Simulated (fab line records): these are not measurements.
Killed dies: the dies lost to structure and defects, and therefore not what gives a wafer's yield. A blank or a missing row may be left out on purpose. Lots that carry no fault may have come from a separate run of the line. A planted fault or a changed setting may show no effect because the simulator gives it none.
Split-lot experiment | flow n5 finfet | route with 1938 steps; 7 lots, 21 wafers read

## ON THE SPLIT
At N5_BEOL_M7_VIA_ETCH_34 (etches SiCOH lowk in C4F6/O2, target depth 125.5 nm, time 50.5 s), the setting time s was moved away from the recipe's 50.5 s on 6 of the 21 wafers read, by -17.6% to +20.0%. This setting was run at the recipe's value on the other wafers.

The reading is taken at the split's own step.

## THE READING
etch.depth nm (the simulator's own value, which no gauge read), in nm, at N5_BEOL_M7_VIA_ETCH_34 (etches SiCOH lowk in C4F6/O2, target depth 125.5 nm, time 50.5 s). No usual value for it is given in the file. Across the 15 wafers here that went through the recipe, the average is 124.1 nm and the standard deviation 2.4 nm.

wafer  | tool, chamber at the split | time s as run, s | against the recipe | etch.depth nm, nm | against lot-mates on the recipe
L082.4 | rie diel-04, 1             | 50.5             | recipe             | 126.5             | -
L082.5 | rie diel-04, 2             | 60.59            | +20.0%             | 151.8             | +26.0
L082.6 | rie diel-04, 3             | 50.5             | recipe             | 125.1             | -
L088.2 | rie diel-04, 1             | 50.5             | recipe             | 125.5             | -
L088.3 | rie diel-04, 2             | 50.5             | recipe             | 125.9             | -
L088.5 | rie diel-04, 1             | 50.5             | recipe             | 124.1             | -
L092.3 | rie diel-05, 2             | 58.85            | +16.5%             | 148.2             | +22.4
L092.4 | rie diel-05, 3             | 50.5             | recipe             | 125.8             | -
L092.6 | rie diel-05, 1             | 58.85            | +16.5%             | 139.2             | +13.4
L091.1 | rie diel-05, 1             | 50.5             | recipe             | 120               | -
L091.6 | rie diel-05, 1             | 50.5             | recipe             | 120               | -
L091.4 | rie diel-05, 2             | 50.5             | recipe             | 126.9             | -
L090.2 | rie diel-02, 0             | 50.5             | recipe             | 122.2             | -
L090.4 | rie diel-02, 2             | 41.62            | -17.6%             | 105.7             | -18.2
L090.6 | rie diel-02, 3             | 50.5             | recipe             | 125.7             | -
L095.1 | rie diel-02, 1             | 50.5             | recipe             | 119.6             | -
L095.2 | rie diel-02, 3             | 60.12            | +19.0%             | 149.2             | +29.6
L095.5 | rie diel-02, 2             | 60.12            | +19.0%             | 152               | +32.4
L096.1 | rie diel-04, 2             | 50.5             | recipe             | 125.5             | -
L096.3 | rie diel-04, 3             | 50.5             | recipe             | 125               | -
L096.5 | rie diel-04, 1             | 50.5             | recipe             | 124.4             | -

FIT RESULTS
A straight line over all 21 wafers: etch.depth nm changes by +1.26 nm for each +1% of time s; r = +0.97; the points scatter about the line by 2.9 nm.
The same after taking each lot's own level away (the mean of its wafers on the recipe; 21 wafers): +1.3 nm for each +1%; r = +0.97; scatter 3.3 nm.
Per that fit: largest time s move, reading shift of 26 nm.
Measured against the standard deviation above, the lots' own levels, which go from 119.60 to 125.80 nm, span 2.6 times it.
The two slopes agree, so the slope changes little with the lot-to-lot level.
Check: +26.6 nm against its lot-mates is what the line predicts for one of the wafers moved furthest among these (+20.0%) when that wafer is left out of the fit. Against them it came out at +26 nm.

## OTHER SPLITS ON THESE WAFERS
Other splits were also applied to these wafers ahead of the reading. Each is held against what the fit with the lots' levels taken away leaves over:
other split on the same wafers   | wafers away from the commonest value | r with etch.depth nm (lot level and that fit taken away)
N5_BEOL_M4_PECVD_72 time s       | 8                                    | -0.22
N5_BEOL_M5_ETCH_41 source w      | 6                                    | +0.14
N5_BEOL_M6_TRENCH_ETCH_37 bias w | 7                                    | +0.22

## THE FILE'S OWN FIT
etch.depth nm changes by +1.29 nm for each +1% of time s, r = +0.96.
